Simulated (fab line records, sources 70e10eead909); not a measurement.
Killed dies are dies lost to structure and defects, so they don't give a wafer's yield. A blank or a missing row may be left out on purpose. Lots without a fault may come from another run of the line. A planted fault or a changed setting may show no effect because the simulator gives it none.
fab line records | flow nand_harc
record lots=7 wafers=21 last_day=24
route steps=1159 shown A_BLC@989 A_M0@994
lots that met no fault: from a run of the same line without faults
start_h: hours from the record's first day to the start of the lot's first wafer shown | wait_h: hours since the lot's step before | " the same as in the row above | L1.1+2: a row that stands for several wafers | - no value, or no start given | * or withheld: withheld | < > ~ a bound
route shown NAME@n: a module of which the file shows steps, and the number in the route of the first | usual: mean/standard deviation of fault-free wafers | same: alike in all rows | chamber/n: place in a boat | sites: the reading at each site | _std_site: their standard deviation | _edge_site: outer sites' mean less inner sites' | radius_mm: how far each site lies from the wafer's centre | mask NAME#n: copy n | behind: the tool/chamber that last shaped the wafer | hold: why the lot was held/for how many hours/how that ended | device: the transistor (n, p or np) that didn't switch | end of line: the same wafers' tests at the end of the route | a step without rows: its recipe alone | killed: dies lost to structure and defects at the first sort, not the wafer's yield | map: a wafer's dies, x killed, . not, _ none there
set.NAME: the setting as run; set.NAME@STEP: as run at that earlier step | model.NAME: the simulator's own value behind a step, which no gauge read
lots at some steps of the route; a table a step, a row a wafer
services: from which hour (start_h, from the record's first day; less than 0 if before it) a tool's chamber was out of use, for how many hours, and why
## steps
# step NHARC_A_BLC_CVD_24
# recipe target_thk_a=1500 temp_c=300 pressure_torr=40 wf6_flow_sccm=40 h2_flow_sccm=1600 ar_flow_sccm=1560 time_s=434 material=W
# usual heater_power_w=451/33 throttle_valve_pct=8.15/0.23
# columns lot.wafer tool chamber start_h wait_h heater_power_w throttle_valve_pct
L593.3 cvd_w-01 0 - - 415 8.28
L593.6 " 0 " " 425 8.34
L593.5 " 1 " " 500 8.08
L595.2 cvd_w-01 1 - - 486 8.27
L595.1 " 0 " " 420 8.20
L595.4 " 0 " " 417 8.22
L605.2 cvd_w-02 0 - - 479 8.22
L605.3 " 1 " " 450 7.85
L605.6 " 0 " " 461 8.04
L604.1 cvd_w-02 0 - - 477 8.24
L604.5 " 1 " " 441 7.86
L604.6 " 0 " " 467 8.37
L603.2 cvd_w-01 0 - - 418 8.45
L603.1 " 1 " " 495 8.64
L603.6 " 1 " " 500 8.50
L611.2 cvd_w-01 0 - - 394 7.95
L611.3 " 0 " " 398 7.88
L611.5 " 0 " " 399 8.01
L613.2 cvd_w-01 0 - - 397 8.26
L613.1 " 1 " " 486 8.09
L613.5 " 1 " " 482 8.31
# step NHARC_A_BLC_CMP_25
# recipe t_overpolish_s=30 target_thk_nm=150
# usual motor_current_A=12.3/1 overpolish_run_s=30.001/0.0093 time_to_endpoint_s=29/3.2
# same t_overpolish_s=30
# columns lot.wafer tool chamber start_h wait_h motor_current_A overpolish_run_s time_to_endpoint_s
L593.3 cmp-03 2 404.56 0.3 14.3 29.995 32
L593.5 " 1 " " 10.6 29.996 28
L593.6 " 2 " " 14.2 29.997 35
L595.2 cmp-02 2 413.60 0.5 12.4 30.000 29
L595.1 " 3 " " 12.9 29.994 27
L595.4 " 0 " " 12.9 29.992 31
L605.2 cmp-02 1 464.58 0.4 11.2 29.998 31
L605.3 " 3 " " 12.5 30.004 28
L605.6 " 1 " " 10.5 29.985 31
L604.1 cmp-01 1 465.05 0.4 13.2 30.011 29
L604.6 " 0 " " 13.0 30.006 35
L604.5 " 1 " " 13.2 29.989 29
L603.2 cmp-01 1 472.31 0.5 13.3 30.001 26
L603.1 " 3 " " 11.1 29.988 26
L603.6 " 1 " " 12.4 29.989 26
L611.2 cmp-01 2 503.86 0.5 11.3 30.013 26
L611.3 " 1 " " 13.4 29.997 24
L611.5 " 2 " " 11.1 29.993 25
L613.2 cmp-01 3 534.25 0.5 10.9 29.994 25
L613.1 " 0 " " 12.6 30.000 34
L613.5 " 0 " " 12.4 30.007 34
# step NHARC_A_BLC_SRD_27
# step NHARC_A_BLC_INSPECT_28
# usual raw_defect_count=422/130
# columns lot.wafer tool chamber start_h wait_h raw_defect_count
L593.3 defect_inspect-02 - 404.94 0.1 384
L593.5 " - " " 271
L593.6 " - " " 278
L595.1 defect_inspect-02 - 414.01 0.1 667
L595.2 " - " " 448
L595.4 " - " " 578
L605.2 defect_inspect-02 - 464.99 0.1 545
L605.3 " - " " 363
L605.6 " - " " 434
L604.1 defect_inspect-01 - 465.43 0.1 475
L604.5 " - " " 497
L604.6 " - " " 381
L603.1 defect_inspect-02 - 472.72 0.1 488
L603.2 " - " " 432
L603.6 " - " " 419
L611.2 defect_inspect-02 - 504.29 0.1 334
L611.3 " - " " 279
L611.5 " - " " 281
L613.1 defect_inspect-02 - 534.65 0.1 378
L613.2 " - " " 545
L613.5 " - " " 295
# step NHARC_A_M0_DEP_00
# recipe target_thk_a=1500 target_thk_nm=150 temp_c=withheld pressure_torr=5 flow_sccm=200 rf_w=600 material=SiOC
# step NHARC_A_M0_DEHYDRATE_01
# recipe temp_c=150 time_s=120
# step NHARC_A_M0_HMDS_02
# recipe time_s=30
# step NHARC_A_M0_COAT_33
# recipe temp_c=200 time_s=65
# step NHARC_A_M0_COAT_03
# recipe spin_rpm=1500 resist_thk_nm=90
# step NHARC_A_M0_SOFTBAKE_04
# recipe temp_c=105 time_s=55
# step NHARC_A_M0_EBR_05
# step NHARC_A_M0_EXPOSE_06
# recipe na=1.35 target_cd_nm=80 dose_mj=83.25 mask_id=A_M0
# usual exposure_dose_mJ_cm2=83.25/0.083
# columns lot.wafer tool chamber start_h wait_h mask exposure_dose_mJ_cm2
L593.3 arfi_scanner-03 0 405.58 - A_M0#0 83.18
L593.5 " 0 " " A_M0#0 83.20
L593.6 " 0 " " A_M0#0 83.30
L595.1 arfi_scanner-02 0 414.77 - A_M0#0 83.07
L595.2 " 0 " " A_M0#0 83.04
L595.4 " 0 " " A_M0#0 83.12
L605.2 arfi_scanner-03 0 465.75 - A_M0#0 66.77
L605.3 " 0 " " A_M0#0 66.84
L605.6 " 0 " " A_M0#0 66.74
L604.1 arfi_scanner-03 0 466.07 - A_M0#0 69.97
L604.5 " 0 " " A_M0#0 69.93
L604.6 " 0 " " A_M0#0 70.05
L603.1 arfi_scanner-03 0 473.36 - A_M0#0 72.66
L603.2 " 0 " " A_M0#0 72.84
L603.6 " 0 " " A_M0#0 72.60
L611.2 arfi_scanner-01 0 505.06 - A_M0#0 83.18
L611.3 " 0 " " A_M0#0 83.20
L611.5 " 0 " " A_M0#0 83.25
L613.1 arfi_scanner-01 0 535.42 - A_M0#0 83.17
L613.2 " 0 " " A_M0#0 83.16
L613.5 " 0 " " A_M0#0 83.28
# step NHARC_A_M0_PEB_07
# recipe peb_temp_c=100 peb_time_s=65
# step NHARC_A_M0_DEVELOP_08
# recipe develop_time_s=35 dev_temp_c=23
# step NHARC_A_M0_CD_MEAS_09
# recipe target_cd_nm=80 landing_energy_ev=500
# usual cd_nm=80.0/0.89
# columns lot.wafer tool chamber start_h wait_h cd_nm
L593.3 cd_sem-02 0 405.72 - 78.4
L593.5 " 0 " " 79.5
L593.6 " 0 " " 78.6
L595.1 cd_sem-03 0 414.91 - 81.4
L595.2 " 0 " " 80.7
L595.4 " 0 " " 80.7
L605.2 cd_sem-03 0 465.89 - 65.9
L605.3 " 0 " " 65.2
L605.6 " 0 " " 66.7
L604.1 cd_sem-03 0 466.21 - 67.0
L604.5 " 0 " " 68.6
L604.6 " 0 " " 68.1
L603.1 cd_sem-01 0 473.50 - 71.6
L603.2 " 0 " " 71.0
L603.6 " 0 " " 72.0
L611.2 cd_sem-02 0 505.19 - 81.1
L611.3 " 0 " " 81.0
L611.5 " 0 " " 81.2
L613.1 cd_sem-02 0 535.56 - 79.6
L613.2 " 0 " " 77.6
L613.5 " 0 " " 78.2
# step NHARC_A_M0_OVL_MEAS_10
# recipe pitch_nm=160
# usual overlay_x_nm=0.2/0.75 overlay_y_nm=0.1/0.81
# columns lot.wafer tool chamber start_h wait_h overlay_x_nm overlay_y_nm
L593.3 overlay-02 - 405.80 - -0.1 0.4
L593.5 " - " " 0.1 0.8
L593.6 " - " " -0.3 0.6
L595.1 overlay-02 - 415.00 - -2.0 -1.5
L595.2 " - " " -1.7 -0.8
L595.4 " - " " -1.7 -0.7
L605.2 overlay-01 - 465.98 - 0.2 -0.4
L605.3 " - " " 0.0 -1.1
L605.6 " - " " 0.1 -1.1
L604.1 overlay-01 - 466.29 - -0.3 1.3
L604.5 " - " " 0.0 1.1
L604.6 " - " " 0.1 0.9
L603.1 overlay-01 - 473.59 - -0.5 -0.6
L603.2 " - " " -0.6 -1.1
L603.6 " - " " -0.4 -1.1
L611.2 overlay-01 - 505.28 - 0.8 -0.7
L611.3 " - " " 0.5 -1.0
L611.5 " - " " 0.9 -1.1
L613.1 overlay-01 - 535.65 - 0.0 -0.7
L613.2 " - " " 0.2 -0.7
L613.5 " - " " 0.1 0.3
# step NHARC_A_M0_INSPECT_11
# usual raw_defect_count=26/10
# columns lot.wafer tool chamber start_h wait_h raw_defect_count
L593.3 defect_inspect-02 - 405.84 0.0 9
L593.5 " - " " 14
L593.6 " - " " 13
L595.1 defect_inspect-01 - 415.03 0.0 19
L595.2 " - " " 26
L595.4 " - " " 23
L605.2 defect_inspect-02 - 466.01 0.0 27
L605.3 " - " " 11
L605.6 " - " " 37
L604.1 defect_inspect-02 - 466.33 0.0 29
L604.5 " - " " 30
L604.6 " - " " 26
L603.1 defect_inspect-02 - 473.62 0.0 21
L603.2 " - " " 9
L603.6 " - " " 11
L611.2 defect_inspect-02 - 505.32 0.0 43
L611.3 " - " " 25
L611.5 " - " " 36
L613.1 defect_inspect-02 - 535.69 0.0 14
L613.2 " - " " 17
L613.5 " - " " 12
# step NHARC_A_M0_DESCUM_14
# recipe time_s=3 o2_flow_sccm=200 ar_flow_sccm=0 bias_power_w=0 chemistry=O2
# usual chamber_pressure_mTorr=60.00/0.055 drypump_motor_current_A=5.5/0.38 oes_product_au=1.000/0.014 rf_vpp_V=57.8/0.98 showerhead_plenum_p_Torr=1.95/0.076 throttle_valve_pct=11.312/0.0099
# columns lot.wafer tool chamber start_h wait_h chamber_pressure_mTorr drypump_motor_current_A oes_product_au rf_hours_counter_h rf_vpp_V showerhead_plenum_p_Torr throttle_valve_pct model.A_M0.cd_nm
L593.3 rie_diel-03 3 405.91 0.1 60.11 5.8 0.993 0 57.6 1.97 11.308 77.74
L593.6 " 1 " " 60.03 5.6 1.000 - 59.2 2.04 11.309 78.85
L593.5 " 2 " " 60.05 5.9 0.991 - 57.8 1.95 11.318 79.02
L595.2 rie_diel-03 1 415.09 0.1 60.01 5.6 1.008 1 57.3 2.04 11.300 80.06
L595.4 " 3 " " 59.93 5.8 1.004 1 56.8 1.97 11.320 80.82
L595.1 " 0 " " 60.03 5.5 1.002 1 57.6 1.99 11.312 80.75
L605.2 rie_diel-03 3 466.08 0.1 60.02 5.7 0.987 4 58.0 1.97 11.299 66.12
L605.3 " 1 " " 60.03 5.5 1.008 4 57.3 2.04 11.321 65.15
L605.6 " 3 " " 60.01 5.7 0.991 - 57.2 1.97 11.296 66.74
L604.1 rie_diel-01 0 466.41 0.1 59.97 6.0 1.002 10 56.8 1.80 11.307 65.48
L604.6 " 2 " " 59.92 5.2 1.018 - 57.8 2.05 11.311 67.82
L604.5 " 3 " " 60.00 5.9 1.017 - 56.8 1.99 11.311 67.78
L603.2 rie_diel-08 0 473.70 0.1 60.04 5.8 1.010 11 60.2 1.93 11.320 70.7
L603.1 " 1 " " 60.02 5.4 0.988 10 59.2 1.97 11.325 71.52
L603.6 " 2 " " 60.01 4.8 0.997 - 57.6 1.99 11.316 70.66
L611.3 rie_diel-08 0 505.39 0.1 59.96 5.8 1.014 2 58.4 1.93 11.310 80.55
L611.2 " 2 " " 60.00 4.8 1.033 2 58.3 1.99 11.304 79.49
L611.5 " 3 " " 60.00 5.1 0.986 - 56.0 1.79 11.319 80.4
L613.1 rie_diel-03 1 535.77 0.1 60.00 5.6 0.999 9 59.0 2.04 11.328 79.31
L613.2 " 2 " " 59.93 5.9 1.001 9 60.3 1.94 11.306 76.8
L613.5 " 0 " " 60.03 5.4 0.998 - 58.3 1.99 11.304 77.99
# step NHARC_A_M0_ETCH_34
# recipe target_depth_a=400 overetch_a=120 time_s=43.94 ion_energy_ev=200 n2_flow_sccm=150 h2_flow_sccm=150 ar_flow_sccm=0 rf_w=400 bias_w=150 chemistry=N2/H2
# usual chamber_pressure_mTorr=30.000/0.029 drypump_motor_current_A=5.5/0.37 oes_product_au=1.000/0.014 rf_vpp_V=431.5/2.4 showerhead_plenum_p_Torr=2.08/0.08 throttle_valve_pct=14.171/0.0097
# columns lot.wafer tool chamber start_h wait_h chamber_pressure_mTorr drypump_motor_current_A oes_product_au rf_hours_counter_h rf_vpp_V showerhead_plenum_p_Torr throttle_valve_pct
L593.3 rie_diel-03 0 405.99 0.1 29.997 5.5 0.984 0 433.7 2.12 14.189
L593.5 " 3 " " 30.007 5.8 0.996 - 432.6 2.11 14.164
L593.6 " 0 " " 30.044 5.5 0.990 - 432.4 2.12 14.168
L595.1 rie_diel-03 0 415.18 0.1 29.962 5.4 0.988 1 435.3 2.12 14.173
L595.4 " 1 " " 29.993 5.6 1.001 1 434.2 2.18 14.184
L595.2 " 2 " " 29.975 5.9 1.000 1 430.8 2.08 14.181
L605.2 rie_diel-03 3 466.16 0.1 30.060 5.8 0.994 4 432.9 2.10 14.155
L605.3 " 1 " " 29.956 5.6 1.003 4 434.5 2.18 14.186
L605.6 " 0 " " 29.952 5.5 0.989 - 432.0 2.12 14.166
L604.1 rie_diel-01 1 466.60 0.2 29.940 6.3 1.005 12 430.3 2.05 14.182
L604.5 " 0 " " 30.029 6.0 1.012 - 426.5 1.91 14.176
L604.6 " 1 " " 30.012 6.3 1.009 - 430.7 2.05 14.159
L603.1 rie_diel-08 2 473.77 0.1 30.020 4.8 1.006 11 433.2 2.12 14.175
L603.2 " 0 " " 29.990 5.9 1.003 11 431.4 2.06 14.190
L603.6 " 2 " " 30.024 4.8 0.998 - 433.3 2.12 14.163
L611.3 rie_diel-08 3 505.46 0.1 30.003 5.1 0.966 2 425.6 1.91 14.159
L611.2 " 2 " " 30.006 4.8 1.026 2 433.9 2.12 14.158
L611.5 " 3 " " 29.955 5.1 0.979 - 425.6 1.91 14.162
L613.1 rie_diel-03 0 535.83 0.1 29.984 5.5 0.992 9 433.7 2.12 14.173
L613.2 " 1 " " 30.026 5.6 1.005 9 434.5 2.18 14.175
L613.5 " 1 " " 30.041 5.6 1.001 - 433.9 2.18 14.163
# step NHARC_A_M0_ETCH_15
# recipe target_depth_a=1500 overetch_a=150 time_s=82.5 c4f8_flow_sccm=withheld ar_flow_sccm=400 rf_w=600 bias_w=300 chemistry=C4F8/Ar
# usual chamber_pressure_mTorr=25.002/0.022 oes_product_au=0.953/0.025 rf_vpp_V=442.0/2.4
# columns lot.wafer tool chamber start_h wait_h chamber_pressure_mTorr oes_product_au rf_hours_counter_h rf_vpp_V model.A_M0.cd_nm
L593.3 rie_diel-03 0 - - 25.014 0.974 0 443.0 76.8
L593.6 " 3 " " 24.997 0.977 - 442.9 78.09
L593.5 " 0 " " 25.019 0.968 - 444.2 78.79
L595.1 rie_diel-03 0 - - 24.988 0.977 1 442.0 79.8
L595.2 " 1 " " 24.975 0.964 1 444.3 79.54
L595.4 " 2 " " 25.037 0.958 1 442.6 80.69
L605.3 rie_diel-03 3 - - 24.972 0.955 4 441.6 65.34
L605.2 " 1 " " 25.015 0.986 4 446.3 66.27
L605.6 " 2 " " 25.036 0.954 - 440.4 65.94
L604.1 rie_diel-01 1 - - 24.976 0.924 12 440.2 64.95
L604.6 " 2 " " 24.949 0.930 - 444.6 67.32
L604.5 " 3 " " 25.039 0.933 - 443.6 67.14
L603.2 rie_diel-08 1 - - 25.005 0.950 10 442.3 70.7
L603.1 " 0 " " 25.033 0.930 11 441.3 71.94
L603.6 " 1 " " 24.991 0.953 - 442.9 71.08
L611.3 rie_diel-08 3 - - 24.994 0.951 2 436.9 80.52
L611.2 " 2 " " 24.971 1.015 2 442.8 79.82
L611.5 " 0 " " 25.050 0.975 - 443.3 80.3
L613.1 rie_diel-03 2 - - 25.024 0.928 9 441.6 78.64
L613.2 " 3 " " 24.978 0.905 9 442.6 76.93
L613.5 " 1 " " 25.010 0.936 - 443.4 78.08
# step NHARC_A_M0_CD_MEAS_16
# usual cd_nm=79.5/1.2
# columns lot.wafer tool chamber start_h wait_h cd_nm
L593.3 cd_sem-01 - 406.20 - 76.5
L593.5 " - " " 78.9
L593.6 " - " " 78.0
L595.1 cd_sem-01 - 415.39 - 79.9
L595.2 " - " " 79.1
L595.4 " - " " 80.6
L605.2 cd_sem-03 - 466.37 - 66.0
L605.3 " - " " 65.4
L605.6 " - " " 65.4
L604.1 cd_sem-01 - 466.81 - 65.1
L604.5 " - " " 67.2
L604.6 " - " " 67.5
L603.1 cd_sem-03 - 473.98 - 71.7
L603.2 " - " " 70.6
L603.6 " - " " 71.4
L611.2 cd_sem-01 - 505.68 - 79.4
L611.3 " - " " 80.4
L611.5 " - " " 80.3
L613.1 cd_sem-02 - 536.05 - 78.7
L613.2 " - " " 77.0
L613.5 " - " " 78.0
## services
# columns tool chamber start_h hours kind
rie_diel-08 1 380.65 17.5 repair
rie_diel-08 0 380.84 11.5 repair
rie_diel-03 3 385.29 3.2 repair
rie_diel-03 3 391.38 6.3 repair
rie_diel-03 - 392.30 9.0 pm
cmp-01 - 393.03 0.5 repair
cmp-01 - 406.53 0.5 repair
rie_diel-03 - 409.96 2.4 repair
arfi_scanner-01 - 416.49 1.0 repair
cmp-01 - 420.98 1.8 repair
cmp-02 - 424.44 1.6 repair
arfi_scanner-01 - 424.56 4.3 repair
cmp-02 - 441.75 1.7 repair
rie_diel-08 2 450.55 1.4 repair
arfi_scanner-01 - 460.47 8.4 repair
cmp-02 - 467.01 4.0 pm
rie_diel-03 - 467.09 0.6 repair
cmp-01 - 474.13 4.0 pm
cvd_w-01 - 476.13 13.0 pm
rie_diel-08 - 478.80 9.0 pm
arfi_scanner-03 - 484.00 4.0 pm
rie_diel-01 - 491.87 9.0 pm
cvd_w-01 - 514.95 0.3 repair
cmp-02 - 535.21 0.8 repair
## key
first_sign step=NHARC_A_M0_EXPOSE_06 reading=exposure_dose_mJ_cm2 direction=down sigmas=99+ usual=83.25 struck=69.82
effect step=NHARC_A_M0_CD_MEAS_09 reading=cd_nm direction=down sigmas=13 usual=80.0 struck=68.4 through=control_loop
effect step=NHARC_A_M0_CD_MEAS_16 reading=cd_nm direction=down sigmas=10 usual=79.5 struck=67.8 through=control_loop
model_effect step=NHARC_A_M0_DESCUM_14 value=A_M0.cd_nm without=79.54 struck=68
model_effect step=NHARC_A_M0_ETCH_15 value=A_M0.cd_nm without=79.39 struck=67.85
met_at NHARC_A_M0_EXPOSE_06
struck_wafers L603.1,L603.2,L603.6,L604.1,L604.5,L604.6,L605.2,L605.3,L605.6
later_rows_left_out L605.3,L605.6
sort_left_out L603.1,L603.2,L603.6,L604.1,L604.5,L604.6,L605.2,L605.3,L605.6
loop_trim step=NHARC_A_M0_EXPOSE_06 setting=dose lots=L603,L604
onset_between 405.58 465.75
fault kind=process_parameter_drift tool=arfi_scanner-03 chamber=- onset_h=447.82 steps=NHARC_A_M0_EXPOSE_06 channel=dose_mj offset=-16.519 shape=step acts_in=these_recipes_only stated=83.25
# sort_left_out: the simulated sort isn't trusted on such a fault, so these wafers' sort isn't shown, and their yield isn't known
# later_rows_left_out: the simulator's readings of these wafers behind a module that went badly wrong aren't trusted and aren't shown, but for the sort
# loop_trim: a control loop set the setting to another value than it would have without faults
